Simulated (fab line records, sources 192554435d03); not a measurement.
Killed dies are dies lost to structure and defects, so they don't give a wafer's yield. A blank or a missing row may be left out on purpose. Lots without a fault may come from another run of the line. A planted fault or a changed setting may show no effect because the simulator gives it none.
A struck lot beside a sound one | flow n5_finfet | 40 steps out of a route of 1938
Sound: wafers L289.2, L289.3, L289.5. Struck: wafer L300.2. (L300.3, L300.6 of the same lot were not struck and are left out.) The cause comes at the end.
At each step with rows: each side's tool, then ch and its chambers, then its first start. Under that, the readings that differ: sound wafers | struck wafers | difference of the means | sigmas: that difference in standard deviations of wafers without a fault.
alike: readings whose means differ by less than 2 such deviations, and words and numbers that are the same on both sides. not compared: withheld readings, readings that some wafer has no value for, bounds like >300 that may hide the same value, and numbers for which the record gives no deviation and whose values overlap.
The two part at a step that has a row with sigmas, a row that says differs or no value, or rows on one side only. Numbers that don't overlap but have no deviation are shown without sigmas and don't part them. A reading that every wafer of one side lacks parts them only if that side has two wafers or more.

first, 8 steps without rows for these wafers: N5_HKMG_FIN_ETCH_86 (etches SOC in N2/H2, stops on TiN, target depth 393.2 nm); N5_HKMG_FIN_STRIP_89 (strips SOC in N2/H2, time 20 s); N5_HKMG_FIN_WET_ETCH_87 (etches TiN in SC1, time 154.2 s, target depth 4.7 nm, rinse time 30 s); N5_HKMG_FIN_STRIP_88 (strips in N2/H2, time 360 s); N5_HKMG_FIN_NWFM_ALD_20 (deposits TiAlC, target thk 2 nm, pulse time 3 s, purge time 2 s); N5_HKMG_FIN_ALD_71 (deposits TiN, target thk 1 nm, pulse time 1 s, purge time 3 s); N5_HKMG_FIN_COAT_66 (time 60 s, resist thk 300 nm); N5_HKMG_FIN_ETCH_67 (etches SOC in N2/H2, stops on TiN, target depth 388.9 nm).
N5_HKMG_FIN_STRIP_90: strips SOC in N2/H2, time 20 s.
  sound on rie_diel-02 ch 1,3, day 4 23:38; struck on rie_diel-02 ch 1, day 7 21:20
  alike: bias_power_w, drypump_motor_current_A, oes_product_au, rf_vpp_V, showerhead_plenum_p_Torr, throttle_valve_pct
  not compared: rf_hours_counter_h
then, 2 steps without rows for these wafers: N5_HKMG_FIN_WET_ETCH_73 (etches the open film in SC1, time 42.3 s, target depth 1.3 nm, rinse time 30 s); N5_HKMG_FIN_ETCHBACK_68 (etches the open film in Cl2/Ar, stops on HfO2, target depth 0.5 nm).
N5_HKMG_FIN_STRIP_69: strips in N2/H2, time 360 s.
  sound on plasma_asher-01 ch 0,1, day 4 23:58; struck on plasma_asher-02 ch 0, day 7 21:38
  reading            | sound       | struck | difference | sigmas
  heater_power_w (W) | 365 441 369 | 513    | +121       | +2
  alike: drypump_motor_current_A
  not compared: rf_hours_counter_h
N5_HKMG_FIN_ALD_21: deposits TiN, target thk 1.5 nm, pulse time 1 s, purge time 3 s.
  sound on ald_metal-01 ch 0,1, day 5 00:21; struck on ald_metal-04 ch 2, day 7 22:01
  alike: heater_power_w, precursor_pulse_height_rel
then, 1 step without rows for these wafers: N5_HKMG_FIN_ALD_72 (deposits W, target thk 2 nm, pulse time 1 s, purge time 2 s).
N5_HKMG_FIN_W_FILL_22: material W, target thk 60 nm, time 18.2 s.
  sound on cvd_w-02 ch 0, day 5 00:46; struck on cvd_w-02 ch 1, day 7 22:26
  reading                | sound          | struck | difference | sigmas
  throttle_valve_pct (%) | 19.0 19.3 19.1 | 18.4   | -0.7       | -2
  alike: heater_power_w
then, 14 steps without rows for these wafers: N5_HKMG_FIN_PRECLEAN_83 (cleans in DIW, time 57.5 s); N5_HKMG_FIN_SRD_84 (dry time 32 s); N5_HKMG_FIN_CMP_23 (polishes, stops on SiNx, t overpolish 10 s, target thk 46.326 nm); N5_HKMG_FIN_CMP_94 (polishes, stops on SiNx, t overpolish 4.7 s, target thk 43.299 nm); N5_GATE_CUT_ETCHBACK_00 (etches W in SF6/Cl2); N5_GATE_CUT_ETCH_56 (etches TiN in Cl2/Ar, target depth 21.6 nm); N5_GATE_CUT_ETCHBACK_30 (etches TiN in Cl2/Ar, target depth 3 nm); N5_GATE_CUT_VAPOR_ETCH_60 (etches HfO2 in BCl3/Cl2); N5_GATE_CUT_ETCH_58 (etches SiNx in CH3F/O2, target depth 17 nm, time 128.6 s); N5_GATE_CUT_STRIP_59 (strips in N2/H2, time 20 s); N5_GATE_CUT_PRECLEAN_31 (cleans in DIW, time 300 s); N5_GATE_CUT_SRD_32 (time 30 s); N5_GATE_CUT_SAC_CAP_01 (material SiNx, target thk 24 nm, pulse time 1 s, ald cycles 480); N5_GATE_CUT_PECVD_57 (deposits SiNx from SiH4/NH3/N2, target thk 21 nm).
N5_GATE_CUT_CMP_02: polishes, stops on SiO2, t overpolish 12.7 s, target thk 0 nm.
  sound on cmp-03 ch 0,1,2, day 5 04:34; struck on cmp-01 ch 0, day 8 02:10
  alike: motor_current_A, overpolish_run_s, time_to_endpoint_s
N5_GATE_CUT_HM_DEP_46: deposits SiO2 from TEOS/O2, target thk 130 nm, time 26.6 s.
  sound on pecvd-04 ch 0,1,2, day 5 04:53; struck on pecvd-04 ch 2, day 8 02:30
  alike: heater_power_w, showerhead_plenum_p_Torr, throttle_valve_pct
then, 8 steps without rows for these wafers: N5_GATE_CUT_COAT_34 (time 60 s, resist thk 60 nm); N5_GATE_CUT_COAT_35 (time 60 s, resist thk 10 nm); N5_GATE_CUT_COAT_27 (time 60 s, resist thk 10 nm); N5_GATE_CUT_COAT_07 (resist thk 30 nm); N5_GATE_CUT_EBR_09; N5_GATE_CUT_SOFTBAKE_08 (time 60 s); N5_GATE_CUT_EXPOSE_10 (exposes mask GATE CUT, target cd 20 nm); N5_GATE_CUT_PEB_11 (peb time 60 s).
-- the record jumps here: 8 days lie between the struck wafers' starts before and after (it left off in module GATE_CUT and takes up again in module PASSIVATION, whose first step shown is number 1936 of the route) --
N5_PASSIVATION_PROBE_49:
  the record has rows for the struck wafers here (prober-02, day 16 09:01) and none for the sound ones

WHERE THEY PART
First at N5_HKMG_FIN_STRIP_69; last, within this record, at N5_PASSIVATION_PROBE_49.

WHY: what the simulator had put in
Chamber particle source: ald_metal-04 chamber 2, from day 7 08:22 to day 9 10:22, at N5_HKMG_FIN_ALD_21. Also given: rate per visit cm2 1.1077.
